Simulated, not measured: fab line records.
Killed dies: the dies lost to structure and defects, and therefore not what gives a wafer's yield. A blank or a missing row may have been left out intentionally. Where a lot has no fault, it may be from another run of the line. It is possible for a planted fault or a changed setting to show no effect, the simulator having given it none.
Matching of chambers    flow n5_finfet    3 sister chambers for N5_BEOL_M5_DEP_56 on pecvd-01
The step deposits SiCN from 3MS/NH3, target thk 8 nm, time 14 s. 18 wafers are shown with their chamber, then 9 later ones without.

== WAFERS WITH THEIR CHAMBER ==
wafer   chamber  throttle_valve_pct (%)  showerhead_plenum_p_Torr (Torr)
L075.1  2        8.2                     3.639
L075.2  0        9.4                     3.653
L075.4  0        9.5                     3.652
L077.1  2        8.3                     3.645
L077.4  2        8.2                     3.633
L077.6  1        8.8                     3.678
L082.1  0        9.5                     3.659
L082.3  2        8.2                     3.635
L082.6  2        8.4                     3.638
L084.1  1        8.8                     3.664
L084.2  0        9.3                     3.669
L084.5  0        9.9                     3.658
L085.2  0        9.5                     3.659
L085.4  1        8.7                     3.671
L085.5  0        9.8                     3.666
L088.1  0        9.7                     3.665
L088.4  1        8.7                     3.684
L088.5  0        9.5                     3.661

SIGNATURES (means of the wafers above)
reading                   chamber 0  chamber 1  chamber 2  scatter within a chamber
throttle_valve_pct        9.567      8.750      8.260      0.151
showerhead_plenum_p_Torr  3.66022    3.67425    3.63800    0.00617
Rule: a wafer lies at a distance from a chamber equal to the root of the sum of squares, over the readings, of (its reading less the chamber's mean, divided by the reading's scatter). If the next closest chamber is less than 2 further off than the closest, the wafer can't be placed; otherwise it belongs to the closest. The scatter: the root of (the sum of the squares of (reading less its chamber's mean) over the shown wafers, divided by (wafers less chambers)).

== WAFERS WITH NO CHAMBER GIVEN ==
wafer   throttle_valve_pct (%)  showerhead_plenum_p_Torr (Torr)
L090.1  9.8                     3.657
L090.3  8.3                     3.639
L090.6  9.9                     3.670
L092.2  8.5                     3.667
L092.4  9.9                     3.653
L092.5  8.6                     3.675
L093.1  8.7                     3.672
L093.4  8.9                     3.673
L093.6  8.1                     3.642

== THE CHAMBER EACH PASSED THROUGH ==
wafer   from the rows above  in truth
L090.1  0                    0
L090.3  2                    2
L090.6  0                    0
L092.2  1                    1
L092.4  0                    0
L092.5  1                    1
L093.1  1                    1
L093.4  1                    1
L093.6  2                    2
Placed correctly: 9 of 9. From these rows, 0 cannot be placed. 0 placed wrongly.
